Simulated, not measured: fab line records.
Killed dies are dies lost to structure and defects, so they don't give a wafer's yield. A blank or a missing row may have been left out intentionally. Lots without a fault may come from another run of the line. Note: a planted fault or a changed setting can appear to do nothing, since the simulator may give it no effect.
The tool behind it: which one? | flow nand_harc | 39 wafers from 13 lots sampled at 6 of the route's 1159 steps

## WHAT THE GAUGES READ, wafer by wafer
NHARC_P_BONDPAD_THK_MEAS_33: measures by ellipsometry. Usual: 200.4 nm for thk_nm, sd 1.6.
lot  | measured     | on            | thk_nm (nm)       | flag
L247 | day 6 20:50  | film_metro-02 | 199.0 201.5 198.6 |
L249 | day 7 01:01  | film_metro-02 | 198.8 200.1 200.8 |
L251 | day 7 05:41  | film_metro-01 | 200.8 200.0 201.4 |
L252 | day 7 21:08  | film_metro-01 | 198.6 203.0 198.3 |
L254 | day 8 11:19  | film_metro-02 | 201.1 199.5 200.2 |
L255 | day 8 15:29  | film_metro-02 | 202.6 198.3 203.6 |
L256 | day 8 16:38  | film_metro-01 | 201.4 199.8 200.8 |
L259 | day 9 10:48  | film_metro-02 | 199.1 198.7 199.1 |
L260 | day 9 11:05  | film_metro-01 | 199.9 200.5 199.4 |
L261 | day 10 07:30 | film_metro-02 | 200.3 199.3 200.3 |
L262 | day 10 11:55 | film_metro-01 | 197.4 200.8 200.1 |
L269 | day 11 23:40 | film_metro-01 | 201.8 198.9 198.0 |
L268 | day 12 05:41 | film_metro-02 | 199.3 200.8 201.0 |

NHARC_A_ONON_D1_THK_MEAS_02: measures by ellipsometry. Usual: 999 nm for thk_nm, sd 8.4.
lot  | measured     | on            | thk_nm (nm)               | flag
L247 | day 8 02:39  | film_metro-02 | 1001 1002 1000            |
L249 | day 8 06:19  | film_metro-01 | 999 1000 999              |
L251 | day 8 06:17  | film_metro-01 | 999 1002 1003             |
L252 | day 9 00:40  | film_metro-02 | 1011 1011 1013            |
L254 | day 9 15:05  | film_metro-02 | 1007 1006 1007            |
L255 | day 9 19:33  | film_metro-02 | 1013 1010 1011            |
L256 | day 9 19:34  | film_metro-01 | 1011 1009 1010            |
L259 | day 10 14:59 | film_metro-01 | 1005 1007 1007            |
L260 | day 10 15:03 | film_metro-02 | 1007 1007 1006            |
L261 | day 11 10:53 | film_metro-02 | 997 997 995               |
L262 | day 11 14:56 | film_metro-01 | 764 762 1006 762 762 1006 | OFF
L269 | day 13 03:38 | film_metro-01 | 997 996 997               |
L268 | day 13 13:35 | film_metro-01 | 982 982 982               |

NHARC_END_SORT_01. Usual: killed_at_array 28, standard deviation 11; killed_at_other 0.7, standard deviation 1.1; killed_at_periphery 2.9, standard deviation 2; killed_dies 32, standard deviation 11; killed_open 3.2, standard deviation 1.8; killed_short 2.0, standard deviation 1.4.
lot  | measured     | on        | killed_at_array | killed_at_other | killed_at_periphery | killed_dies | killed_open | killed_short | flag
L261 | day 22 14:40 | prober-01 | 35 43 34        | 0 0 0           | 4 2 3               | 39 45 37    | 2 1 4       | 2 3 0        |
L262 | day 23 06:01 | prober-02 | 674 672 30      | 0 2 2           | 3 3 3               | 677 677 35  | 2 3 3       | 4 2 1        | OFF
L268 | day 25 19:43 | prober-02 | 35 31 35        | 0 3 1           | 5 6 5               | 40 40 41    | 6 5 4       | 1 1 2        |

## EACH LOT AND THE TOOL THAT RAN IT (in order: tool; ch and the chambers of the sampled wafers; start)
lot  | NHARC_P_BONDPAD_ANNEAL_28        | NHARC_A_ZERO_WELL_ETCH_13        | NHARC_A_ONON_D1_DEP_00
L247 | rtp_anneal-01 ch 0, day 6 23:19  | rie_si-04 ch 1,2,3, day 7 01:44  | pecvd_onon-02 ch 0, day 8 02:12
L249 | rtp_anneal-02 ch 0, day 7 03:26  | rie_si-01 ch 0,1,2, day 7 05:52  | pecvd_onon-01 ch 0, day 8 05:48
L251 | rtp_anneal-01 ch 0, day 7 08:13  | rie_si-01 ch 0,2, day 7 10:41    | pecvd_onon-03 ch 0, day 8 05:47
L252 | rtp_anneal-02 ch 0, day 7 23:47  | rie_si-01 ch 0,1,3, day 8 02:20  | pecvd_onon-03 ch 0, day 9 00:12
L254 | rtp_anneal-01 ch 0, day 8 14:17  | rie_si-01 ch 0,1,2, day 8 16:52  | pecvd_onon-02 ch 0, day 9 14:35
L255 | rtp_anneal-02 ch 0, day 8 18:09  | rie_si-02 ch 0,3, day 8 20:31    | pecvd_onon-01 ch 0, day 9 19:10
L256 | rtp_anneal-01 ch 0, day 8 19:12  | rie_si-01 ch 0,1,3, day 8 21:39  | pecvd_onon-02 ch 0, day 9 19:03
L259 | rtp_anneal-01 ch 0, day 9 13:46  | rie_si-04 ch 0,1,3, day 9 16:20  | pecvd_onon-01 ch 0, day 10 14:32
L260 | rtp_anneal-02 ch 0, day 9 13:58  | rie_si-02 ch 0,2, day 9 16:30    | pecvd_onon-03 ch 0, day 10 14:31
L261 | rtp_anneal-02 ch 0, day 10 09:56 | rie_si-01 ch 0,1, day 10 12:25   | pecvd_onon-03 ch 0, day 11 10:29
L262 | rtp_anneal-02 ch 0, day 10 14:25 | rie_si-02 ch 0,1,2, day 10 17:02 | pecvd_onon-02 ch 0, day 11 14:25
L269 | rtp_anneal-01 ch 0, day 12 01:59 | rie_si-02 ch 0,1,3, day 12 04:33 | pecvd_onon-01 ch 0, day 13 03:08
L268 | rtp_anneal-01 ch 0, day 12 08:14 | rie_si-04 ch 0,1,2, day 12 10:45 | pecvd_onon-01 ch 0, day 13 13:08
- NHARC_P_BONDPAD_ANNEAL_28: time 90 s.
- NHARC_A_ZERO_WELL_ETCH_13: etches the open film in HBr/Cl2, target depth 120 nm, time 40.1 s.
- NHARC_A_ONON_D1_DEP_00: target thk 1000 nm.

## WHAT THE TOOLS THEMSELVES READ (means of the sampled wafers that have a number; where no wafer has one, the mark that the record gives instead)
NHARC_P_BONDPAD_ANNEAL_28. Usual: 225.9 for wafer_temp_C_max, sd 0.31.
lot  | tool          | wafer_temp_C_max | flag
L247 | rtp_anneal-01 | 226.2            |
L249 | rtp_anneal-02 | 225.6            |
L251 | rtp_anneal-01 | 226.0            |
L252 | rtp_anneal-02 | 225.6            |
L254 | rtp_anneal-01 | 225.7            |
L255 | rtp_anneal-02 | 225.7            |
L256 | rtp_anneal-01 | 226.1            |
L259 | rtp_anneal-01 | 226.0            |
L260 | rtp_anneal-02 | 225.6            |
L261 | rtp_anneal-02 | 225.7            |
L262 | rtp_anneal-02 | 225.7            |
L269 | rtp_anneal-01 | 226.0            |
L268 | rtp_anneal-01 | 226.1            |

NHARC_A_ZERO_WELL_ETCH_13. Usual: drypump_motor_current_A 5.9 A, standard deviation 0.55; hbr_flow_sccm 149.9 sccm, standard deviation 0.45; oes_product_au 1.001 a.u., standard deviation 0.0096; throttle_valve_pct 26.405 %, standard deviation 0.0092.
lot  | tool      | drypump_motor_current_A (A) | hbr_flow_sccm (sccm) | oes_product_au (a.u.) | throttle_valve_pct (%) | flag
L247 | rie_si-04 | 5.3                         | 149.7                | 0.995                 | 26.400                 |
L249 | rie_si-01 | 6.2                         | 150.1                | 1.001                 | 26.408                 |
L251 | rie_si-01 | 6.0                         | 149.7                | 1.001                 | 26.407                 |
L252 | rie_si-01 | 6.5                         | 150.0                | 1.008                 | 26.408                 |
L254 | rie_si-01 | 6.2                         | 149.9                | 1.011                 | 26.404                 |
L255 | rie_si-02 | 5.4                         | 149.6                | 0.991                 | 26.395                 |
L256 | rie_si-01 | 6.5                         | 149.7                | 0.998                 | 26.404                 |
L259 | rie_si-04 | 5.5                         | 149.5                | 0.991                 | 26.407                 |
L260 | rie_si-02 | 5.5                         | 149.9                | 0.989                 | 26.406                 |
L261 | rie_si-01 | 6.6                         | 149.9                | 1.005                 | 26.401                 |
L262 | rie_si-02 | 5.4                         | 149.7                | 1.001                 | 26.392                 |
L269 | rie_si-02 | 5.4                         | 150.4                | 1.005                 | 26.400                 |
L268 | rie_si-04 | 5.5                         | 149.6                | 1.004                 | 26.405                 |

## THE ANSWER, worked out from the rows above alone
Rule: a lot counts as off when the mean over its wafers that have a number is more than 3 standard deviations away from the usual mean. Also off: a lot with no number at a reading for which 4 or more lots have one. Any other lot the step has rows for is counted as sound. The gauges are gone through in route order, then the tools' own readings, and for those a lot's mean is taken as printed above. The first step at which some lot is off is used, and at that step the reading that is off furthest; a lot without a number counts as furthest.
Off at NHARC_A_ONON_D1_THK_MEAS_02 (thk_nm): L262.
A tool fits if, at a process step before that reading, it ran every lot that is off, and no sound lot after the first of them. Not tried: the gauges at NHARC_A_ONON_D1_THK_MEAS_02; whatever is off there is also off at NHARC_END_SORT_01, on other tools, and gauge error can't account for it. Undecided on this evidence; 2 tools fit (rtp_anneal-02 at NHARC_P_BONDPAD_ANNEAL_28, pecvd_onon-02 at NHARC_A_ONON_D1_DEP_00).

## WHAT THE SIMULATOR HAD INSERTED
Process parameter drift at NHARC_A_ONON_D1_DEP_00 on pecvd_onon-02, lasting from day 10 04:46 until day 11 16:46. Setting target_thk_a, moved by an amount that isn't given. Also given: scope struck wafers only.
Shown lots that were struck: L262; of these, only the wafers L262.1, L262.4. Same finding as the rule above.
